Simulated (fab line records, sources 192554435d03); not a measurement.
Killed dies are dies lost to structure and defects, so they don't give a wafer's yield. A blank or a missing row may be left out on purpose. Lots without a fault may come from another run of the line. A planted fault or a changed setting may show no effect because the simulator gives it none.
One fault seen from 3 desks | flow n5_finfet | each desk has only its own numbers; what lay behind them comes last

THE DEFECT DESK
What the inspections along the route counted, lot by lot: means of the sampled wafers that have a number. A lot is out of limits, marked OUT, if its mean lies more than 4 standard deviations from the usual mean; the brackets give that distance.
Columns: A = raw_defect_count at N5_SDB_INSPECT_36, usual 37
lot  | first seen here | A
L234 | day 5 15:54     | 28
L235 | day 5 17:20     | 22
L236 | day 6 00:31     | 51
L239 | day 6 19:58     | 41
L240 | day 6 22:10     | 26
L247 | day 8 15:52     | 46
L249 | day 9 05:03     | 24
L250 | day 9 09:04     | 47
L251 | day 9 17:06     | 44
This desk's finding: nothing out of limits on any of the 9 lots.

THE TOOL OWNER'S DESK: ald_hk-03
The tool's own readings at N5_HKMG_FIN_HK_ALD_01 (deposits HfO2, target thk 1.6 nm, pulse time 3 s, purge time 3 s): means of the sampled wafers that have a number, for each lot that ran on this tool. A lot is out of limits, marked OUT, if its mean lies more than 4 standard deviations from the usual mean; the brackets give that distance.
Columns: A = precursor_pulse_height_rel at N5_HKMG_FIN_HK_ALD_01, usual 1.000
lot  | first seen here | A
L235 | day 5 17:56     | 1.014
L239 | day 6 20:34     | 1.010
L240 | day 6 22:44     | 1.024
L247 | day 8 16:26     | 1.004
L249 | day 9 05:38     | 0.986
L250 | day 9 09:40     | 1.012
This desk's finding: nothing out of limits on any of the 6 lots.

THE METROLOGY DESK
What the gauges read, lot by lot, whatever tool the lot ran on: means of the sampled wafers that have a number. A lot is out of limits, marked OUT, if its mean lies more than 4 standard deviations from the usual mean; the brackets give that distance. Of its 15 readings 7 are shown: the one that was out of limits first, and those that lie furthest out on some lot.
Columns: A = HK_THK at N5_HKMG_FIN_THK_MEAS_70, usual 1.621 nm; B = DIBL_P at N5_BEOL_M4_RC_MEAS_101, usual 36.6 mV/V; C = EOT_N at N5_BEOL_M4_RC_MEAS_101, usual 10.51; D = EOT_P at N5_BEOL_M4_RC_MEAS_101, usual 10.47; E = IGATE_N at N5_BEOL_M4_RC_MEAS_101, usual 0.0126 nA/um; F = IGATE_P at N5_BEOL_M4_RC_MEAS_101, usual 0.0038 nA/um; G = SS_P at N5_BEOL_M4_RC_MEAS_101, usual 73.4 mV/dec
lot  | first seen here | A                | B    | C                | D                | E                 | F                 | G
L234 | day 5 19:59     | 1.647            | 36.0 | 10.43            | 10.33            | 0.0146            | 0.0045            | 73.3
L235 | day 5 21:31     | 1.619            | 36.1 | 10.72            | 10.64            | 0.0103            | 0.0032            | 73.6
L236 | day 6 04:40     | 1.636            | 37.6 | 10.56            | 10.52            | 0.0104            | 0.0032            | 73.7
L239 | day 7 00:24     | 1.606            | 39.8 | 10.45            | 10.46            | 0.0136            | 0.0041            | 74.7
L240 | day 7 02:24     | 1.608            | 36.0 | 10.44            | 10.46            | 0.0143            | 0.0044            | 72.8
L247 | day 8 19:56     | 1.885 (+15) OUT  | 38.6 | 10.97 (+5.3) OUT | 10.99 (+6.0) OUT | 0.0070            | 0.0022            | 73.5
L249 | day 9 09:37     | 1.793 (+9.6) OUT | 35.8 | 10.93 (+4.8) OUT | 10.87 (+4.6) OUT | 0.0080            | 0.0024            | 73.4
L250 | day 9 13:11     | 2.151 (+29) OUT  | 41.3 | 11.45 (+11) OUT  | 11.46 (+11) OUT  | 0.0003 (-7.2) OUT | 0.0001 (-7.3) OUT | 74.5
L251 | day 9 21:23     | 1.634            | 36.3 | 10.58            | 10.51            | 0.0121            | 0.0036            | 73.6
This desk's finding: out of limits on L247, L249, L250; first on L247, day 8 19:56 (HK_THK at N5_HKMG_FIN_THK_MEAS_70). In limits: L234, L235, L236, L239, L240, L251.

PUT TOGETHER
The metrology desk could have raised an alarm at day 8 19:56, on L247, L249, L250.
The defect desk saw nothing out of limits.
The tool owner's desk saw nothing out of limits.
The defect desk has L247, L249, L250 on record, within its limits.
The tool owner's desk has L247, L249, L250 on record, within its limits.
Of the lots named, all ran N5_HKMG_FIN_HK_ALD_01 on ald_hk-03.

WHAT THE SIMULATOR HAD PUT IN
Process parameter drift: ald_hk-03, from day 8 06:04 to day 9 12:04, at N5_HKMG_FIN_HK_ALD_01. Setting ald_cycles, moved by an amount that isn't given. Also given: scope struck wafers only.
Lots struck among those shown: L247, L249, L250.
Hours from the fault's start to each desk's first reading out of limits: the metrology desk, 14.
